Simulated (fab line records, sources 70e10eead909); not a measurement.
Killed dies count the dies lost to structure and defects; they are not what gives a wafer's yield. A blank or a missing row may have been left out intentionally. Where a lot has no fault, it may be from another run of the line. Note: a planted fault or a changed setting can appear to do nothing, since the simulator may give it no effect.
A struck lot beside a sound one | flow nandHarc | 43 out of 1159 route steps
Sound: these wafers, L707.2, L707.3, L707.5. Wafers L711.2, L711.4, L711.5 were the ones struck. The cause is named last.
Per side, at each step with rows, come the tool, then ch with its chambers, and then its first start. Under that, the readings that differ: sound wafers | struck wafers | difference of the means | sigmas: that difference in standard deviations of wafers without a fault.
alike: readings whose means differ by less than 2 such deviations, and words and numbers that are the same on both sides. not compared: withheld readings, readings that some wafer has no value for, bounds like >300 that may hide the same value, and numbers for which the record gives no deviation and whose values overlap.
A row with sigmas, a row that says differs or no value, or rows on one side alone: a step with any of these is where the two part. When numbers do not overlap yet have no deviation, they are printed without sigmas and do not part them. A reading missing from all wafers of one side parts the sides only when that side holds two or more wafers.

first, 2 steps without rows for these wafers: NHARC_P_STI_SRD_39; NHARC_P_STI_OXIDE_40 (material SiO2, target thk 10 nm, ox time 1362 s).
NHARC_P_STI_INSPECT_25:
  sound on defectInspect-02, day 5 10:41; struck on defectInspect-02, day 7 00:42
  alike: rawDefectCount
then, 9 steps without rows for these wafers: NHARC_P_GATE_ETCH_69 (etches SiO2 in dHF, target depth 14 nm); NHARC_P_GATE_PRECLEAN_70 (cleans in SC1); NHARC_P_GATE_SRD_01; NHARC_P_GATE_OXIDE_02 (material SiO2, target thk 37.5 nm, ox time 365 s); NHARC_P_GATE_DEHYDRATE_03 (time 120 s); NHARC_P_GATE_HMDS_04 (time 30 s); NHARC_P_GATE_COAT_05; NHARC_P_GATE_SOFTBAKE_06 (time 95 s); NHARC_P_GATE_EBR_07.
NHARC_P_GATE_EXPOSE_08: exposes mask P HV.
  sound on krfScanner-04 ch 0, day 5 18:44; struck on krfScanner-01 ch 0, day 7 08:47
reading                      | sound                | struck      | difference | sigmas
model.P_GATE.overlayXNm (nm) | -4.105 -4.105 -4.105 | 282 282 282 | +286       | 
  alike: mask
then, 2 steps without rows for these wafers: NHARC_P_GATE_PEB_09 (peb time 85 s); NHARC_P_GATE_DEVELOP_10 (time 70 s).
NHARC_P_GATE_CD_MEAS_11: target cd 1640 nm.
  sound on cdSem-02 ch 0, day 5 18:53; struck on cdSem-02 ch 0, day 7 08:56
  alike: cdNm
then, 1 step without rows for these wafers: NHARC_P_GATE_HARDBAKE_12 (time 80 s).
NHARC_P_GATE_DESCUM_13: chemistry O2, time 3 s.
  sound on rieDiel-10 ch 0,1,3, day 5 19:03; struck on rieDiel-10 ch 1,2,3, day 7 09:06
  alike: drypumpMotorCurrentA, oesProductAu, rfVppV, showerheadPlenumPTorr, throttleValvePct
  not compared: rfHoursCounterH
then, 16 steps without rows for these wafers: NHARC_P_GATE_ETCH_14 (etches SiO2 in dHF, target depth 48.8 nm); NHARC_P_GATE_STRIP_15 (strips in SPM, time 780 s); NHARC_P_GATE_PRECLEAN_71 (cleans in SC1); NHARC_P_GATE_SRD_72; NHARC_P_GATE_OXIDE_16 (material SiO2, target thk 3 nm, ox time 392 s); NHARC_P_GATE_CVD_17 (deposits poly-Si, target thk 150 nm, time 900 s); NHARC_P_GATE_HM_DEP_102 (deposits aC, target thk 120 nm); NHARC_P_GATE_DEP_103 (deposits SiON, target thk 30 nm); NHARC_P_GATE_DEHYDRATE_18 (time 120 s); NHARC_P_GATE_HMDS_19 (time 30 s); NHARC_P_GATE_COAT_20 (resist thk 90 nm); NHARC_P_GATE_SOFTBAKE_21 (time 55 s); NHARC_P_GATE_EBR_22; NHARC_P_GATE_EXPOSE_23 (exposes mask P GATE, target cd 120 nm); NHARC_P_GATE_PEB_24 (peb time 65 s); NHARC_P_GATE_DEVELOP_25 (develop time 35 s).
NHARC_P_GATE_CD_MEAS_26: target cd 120 nm.
  sound on cdSem-02 ch 0, day 6 14:22; struck on cdSem-02 ch 0, day 7 22:34
  alike: cdNm
NHARC_P_GATE_OVL_MEAS_27:
  sound on overlay-02, day 6 14:28; struck on overlay-01, day 7 22:39
  alike: overlayXNm, overlayYNm
NHARC_P_GATE_INSPECT_28:
  sound on defectInspect-01, day 6 14:29; struck on defectInspect-01, day 7 22:41
  alike: rawDefectCount
NHARC_P_GATE_DESCUM_31: chemistry O2, time 3 s.
  sound on rieDiel-04 ch 1,2,3, day 6 14:34; struck on rieDiel-04 ch 2,3, day 7 22:46
  alike: drypumpMotorCurrentA, oesProductAu, rfVppV, showerheadPlenumPTorr, throttleValvePct
  not compared: rfHoursCounterH
NHARC_P_GATE_ETCH_104: etches the open film in CF4/CHF3, target depth 60 nm.
  sound on rieDiel-04 ch 0,3, day 6 14:38; struck on rieDiel-04 ch 0,1, day 7 23:08
  alike: biasW, drypumpMotorCurrentA, oesProductAu, rfVppV, showerheadPlenumPTorr, throttleValvePct
NHARC_P_GATE_HM_OPEN_105: chemistry O2/COS, target depth 360 nm.
  sound on rieDiel-04 ch 0,2,3; struck on rieDiel-04 ch 1,3
  alike: biasW, drypumpMotorCurrentA, oesProductAu, rfVppV, showerheadPlenumPTorr, throttleValvePct
  not compared: rfHoursCounterH
then, 1 step without rows for these wafers: NHARC_P_GATE_STRIP_106 (strips in O2/COS).
NHARC_P_GATE_ETCH_114: etches the open film in CF4/O2, target depth 30 nm, overetch 3 nm, time 16.5 s.
  sound on rieDiel-04 ch 1,2,3; struck on rieDiel-04 ch 0,2
  alike: biasW, drypumpMotorCurrentA, oesProductAu, rfVppV, showerheadPlenumPTorr, throttleValvePct
  not compared: rfHoursCounterH
-- record jumps: 15 days between struck wafers' starts before vs after; left off in module P_GATE, resumes in module END, first step shown is number 1159 of the route --
NHARC_END_SORT_01:
  the record has rows for the struck wafers here (prober-01 ch 0, day 22 22:03) and none for the sound ones

== WHERE THEY PART ==
Only at NHARC_END_SORT_01, within this record.

WHY: the cause the simulator had injected
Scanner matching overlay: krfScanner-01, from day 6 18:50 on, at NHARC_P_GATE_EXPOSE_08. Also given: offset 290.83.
